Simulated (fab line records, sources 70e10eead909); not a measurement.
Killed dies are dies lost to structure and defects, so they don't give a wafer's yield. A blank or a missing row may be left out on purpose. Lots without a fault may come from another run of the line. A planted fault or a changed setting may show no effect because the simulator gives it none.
Which tool did it? | flow nand_harc | 6 lots, 18 wafers sampled, at 5 steps of a route of 1302

WHAT THE GAUGES READ, wafer by wafer
NHARC_END_SORT_01.
lot  | measured     | on        | killed_at_array
L270 | day 27 09:43 | prober-01 | 21 662 31

WHICH TOOL RAN EACH LOT (tool, then ch and the chambers of the sampled wafers, then the start)
lot  | NHARC_A_STAIRCASE_TRIM_200                    | NHARC_A_STAIRCASE_STRIP_205          | NHARC_A_STAIRCASE_TRIM_233         | NHARC_A_STAIRCASE_ETCH_234
L270 | rie_diel-13 ch 0,1,3, day 18 06:44 or earlier | plasma_asher-02 ch 0,1, day 18 06:44 | rie_diel-03 ch 0,3, day 18 09:56   | rie_diel-03 ch 2,3, day 27 09:43 or earlier
L282 | rie_diel-03 ch 2,3, day 22 04:43 or earlier   | plasma_asher-02 ch 1, day 22 04:43   | rie_diel-13 ch 0,1,2, day 22 08:20 | rie_diel-13 ch 0,1,2, no start
L285 | rie_diel-03 ch 1,3, day 23 06:03 or earlier   | plasma_asher-02 ch 0,1, day 23 06:03 | rie_diel-13 ch 0,1, day 23 09:03   | rie_diel-13 ch 0,3, no start
L286 | rie_diel-01 ch 1,3, day 23 18:50 or earlier   | plasma_asher-01 ch 0,1, day 23 18:50 | rie_diel-01 ch 1,3, day 23 22:05   | rie_diel-01 ch 1,2, no start
L289 | rie_diel-13 ch 0,3, day 25 09:31 or earlier   | plasma_asher-01 ch 0,1, day 25 09:31 | rie_diel-01 ch 0,2,3, day 25 12:40 | rie_diel-01 ch 1,2,3, no start
L290 | rie_diel-01 ch 2,3, day 25 23:26 or earlier   | plasma_asher-01 ch 0,1, day 25 23:26 | rie_diel-03 ch 0,1,3, day 26 02:28 | rie_diel-03 ch 1,2,3, no start
- NHARC_A_STAIRCASE_TRIM_200: chemistry O2, time 211.2 s.
- NHARC_A_STAIRCASE_STRIP_205: strips in O2.
- NHARC_A_STAIRCASE_TRIM_233: chemistry O2, time 211.2 s.
- NHARC_A_STAIRCASE_ETCH_234: etches the open film in C4F8/O2, target depth 100 nm, time 40.5 s.

THE ANSWER, worked out from the rows above alone
Rule: what is usual is taken from the lots themselves. Put in order of their means at a reading, lots are off if they are a third of the lots or fewer, leave a main group of 4 or more, and stand apart from it by a gap of 3 or more times the standard deviation of the main group's means; of several such gaps the widest counts. A main group whose means are all the same, to the digits that the tables above print for the reading, isn't used. A lot without any number at a reading at which 4 lots or more have one is off too. The other lots that the step has rows for count as sound.
No lot is off at any reading shown: from this, nothing can be told.

WHAT THE SIMULATOR HAD PUT IN
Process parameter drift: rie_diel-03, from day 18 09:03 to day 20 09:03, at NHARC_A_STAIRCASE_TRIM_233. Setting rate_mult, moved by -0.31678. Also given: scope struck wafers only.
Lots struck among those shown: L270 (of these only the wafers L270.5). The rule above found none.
